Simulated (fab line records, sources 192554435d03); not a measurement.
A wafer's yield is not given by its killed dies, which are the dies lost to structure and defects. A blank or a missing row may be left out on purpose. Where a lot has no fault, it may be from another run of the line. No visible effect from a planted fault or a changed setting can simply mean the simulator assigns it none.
Matching of chambers || flow n5_finfet || N5_BEOL_M4_ALD_84 on ald_metal-02: 4 sister chambers
The step deposits TaN, pulse time 2 s, purge time 3 s, co reactant purge time 2 s. 4 wafers are shown with their chamber, then 7 later ones without.

## WAFERS, EACH WITH ITS CHAMBER
{"wafer": "L075.5", "chamber": 2, "heater_power_w (W)": 317}
{"wafer": "L086.5", "chamber": 1, "heater_power_w (W)": 384}
{"wafer": "L089.1", "chamber": 3, "heater_power_w (W)": 477}
{"wafer": "L089.2", "chamber": 0, "heater_power_w (W)": 443}

## WAFERS WITHOUT THEIR CHAMBER
{"wafer": "L089.4", "heater_power_w (W)": 320}
{"wafer": "L088.1", "heater_power_w (W)": 475}
{"wafer": "L088.4", "heater_power_w (W)": 308}
{"wafer": "L088.6", "heater_power_w (W)": 327}
{"wafer": "L095.2", "heater_power_w (W)": 476}
{"wafer": "L095.4", "heater_power_w (W)": 322}
{"wafer": "L095.6", "heater_power_w (W)": 487}

## CHAMBER TAKEN BY EACH
{"wafer": "L089.4", "from the rows above": 2, "in truth": 2}
{"wafer": "L088.1", "from the rows above": 3, "in truth": 3}
{"wafer": "L088.4", "from the rows above": 2, "in truth": 2}
{"wafer": "L088.6", "from the rows above": 2, "in truth": 2}
{"wafer": "L095.2", "from the rows above": 3, "in truth": 3}
{"wafer": "L095.4", "from the rows above": 2, "in truth": 2}
{"wafer": "L095.6", "from the rows above": 3, "in truth": 3}
Correct placement for 7 of the 7. Left unplaced by these rows: 0. 0 placed wrongly.
How it was worked out, from the rows above alone: a wafer's distance from a chamber is the root of the sum, over the readings, of the square of ((its reading less the chamber's mean) divided by the reading's scatter). The wafer belongs to the nearest chamber; if the next one is less than 2 further off, it can't be placed. A chamber's mean is the mean of its shown wafers. The scatter: root of mean squared gap, hidden wafer to nearest shown wafer, with one shown wafer a chamber.
